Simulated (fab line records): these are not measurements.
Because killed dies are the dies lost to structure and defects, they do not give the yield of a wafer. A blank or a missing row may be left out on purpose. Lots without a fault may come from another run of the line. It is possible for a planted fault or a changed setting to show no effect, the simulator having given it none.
Comparing a struck lot with a sound one | flow nand_harc | 13 out of 1159 route steps
Sound: the wafers L718.1, L718.2, L718.6. Struck: wafer L727.6. (L727.1, L727.4 of the same lot were not struck and are left out.) The cause comes at the end.
Order at every step that has rows: each side's tool, ch and its chambers, its first start. Under that, the readings that differ: sound wafers | struck wafers | difference of the means | sigmas: that difference in standard deviations of wafers without a fault.
alike: a reading whose means differ by less than 2 such deviations, as well as words and numbers matching on both sides. not compared: withheld readings; readings where some wafer has no value; bounds like >300 that might hide an equal value; numbers whose values overlap and for which the record gives no deviation.
Wherever a step has rows on one side only, a row that says differs or no value, or a row with sigmas, the two part there. When numbers do not overlap yet have no deviation, they are printed without sigmas and do not part them. A reading missing from all wafers of one side parts the sides only when that side holds two or more wafers.

first, 3 steps without rows for these wafers: NHARC_A_STAIRCASE_PEB_07 (peb time 130 s); NHARC_A_STAIRCASE_DEVELOP_08 (time 140 s); NHARC_A_STAIRCASE_HARDBAKE_10 (time 140 s).
NHARC_A_STAIRCASE_DESCUM_11: chemistry O2, time 3 s.
  sound on rie_diel-12 ch 0,1,2, day 11 21:02; struck on rie_diel-01 ch 2, day 13 22:22
  reading                     | sound       | struck | difference | sigmas
  drypump_motor_current_A (A) | 5.2 4.8 5.5 | 6.6    | +1.4       | +3
  alike: o2_flow_sccm, oes_product_au, rf_vpp_V, showerhead_plenum_p_Torr, throttle_valve_pct
  not compared: rf_hours_counter_h
then, 1 step without rows for these wafers: NHARC_A_STAIRCASE_TRIM_12 (chemistry O2, time 211.2 s).
NHARC_A_STAIRCASE_ETCH_13: etches the open film in C4F8/O2, target depth 100 nm, time 40.5 s.
  sound on rie_diel-12 ch 0,2; struck on rie_diel-01 ch 3
  alike: bias_w, oes_product_au, rf_vpp_V
  not compared: rf_hours_counter_h
then, 1 step without rows for these wafers: NHARC_A_STAIRCASE_TRIM_14 (chemistry O2, time 211.2 s).
NHARC_A_STAIRCASE_ETCH_15: etches the open film in C4F8/O2, target depth 100 nm, time 40.5 s.
  sound on rie_diel-12 ch 0,3; struck on rie_diel-01 ch 1
  reading               | sound             | struck | difference | sigmas
  oes_product_au (a.u.) | 0.953 0.945 0.944 | 0.925  | -0.022     | -2
  alike: bias_w, rf_vpp_V
  not compared: rf_hours_counter_h
then, 1 step without rows for these wafers: NHARC_A_STAIRCASE_TRIM_16 (chemistry O2, time 211.2 s).
NHARC_A_STAIRCASE_ETCH_17: etches the open film in C4F8/O2, target depth 100 nm, time 40.5 s.
  sound on rie_diel-12 ch 0,2,3; struck on rie_diel-01 ch 2
  reading    | sound        | struck | difference | sigmas
  bias_w (W) | 995 996 1001 | 1006   | +9         | +3
  alike: oes_product_au, rf_vpp_V
  not compared: rf_hours_counter_h
NHARC_A_STAIRCASE_TRIM_18: chemistry O2, time 211.2 s.
  sound on rie_diel-12 ch 0,3; struck on rie_diel-01 ch 0
  reading                         | sound          | struck | difference | sigmas
  showerhead_plenum_p_Torr (Torr) | 3.80 3.80 3.80 | 3.29   | -0.51      | -3
  alike: drypump_motor_current_A, o2_flow_sccm, oes_product_au, rf_vpp_V, throttle_valve_pct
  not compared: rf_hours_counter_h
NHARC_A_STAIRCASE_ETCH_19: etches the open film in C4F8/O2, target depth 100 nm, time 40.5 s.
  sound on rie_diel-12 ch 0,2,3, day 11 22:04; struck on rie_diel-01 ch 3, day 13 23:49
  reading               | sound             | struck | difference | sigmas
  oes_product_au (a.u.) | 0.928 0.929 0.945 | 1.118  | +0.184     | +19
  alike: bias_w, rf_vpp_V
  not compared: rf_hours_counter_h
-- break in the record here, with 9 days between the starts of the struck wafers on either side (left off in module A_STAIRCASE, picked up again in module END, where the first step shown is number 1159 on the route) --
NHARC_END_SORT_01:
  only the struck wafers appear in the record here, on prober-01 ch 0 at day 22 17:11; the sound ones have no rows

WHERE THEY PART
Last at NHARC_END_SORT_01 as far as this record goes, first at NHARC_A_STAIRCASE_DESCUM_11.

WHY: whatever the simulator had introduced
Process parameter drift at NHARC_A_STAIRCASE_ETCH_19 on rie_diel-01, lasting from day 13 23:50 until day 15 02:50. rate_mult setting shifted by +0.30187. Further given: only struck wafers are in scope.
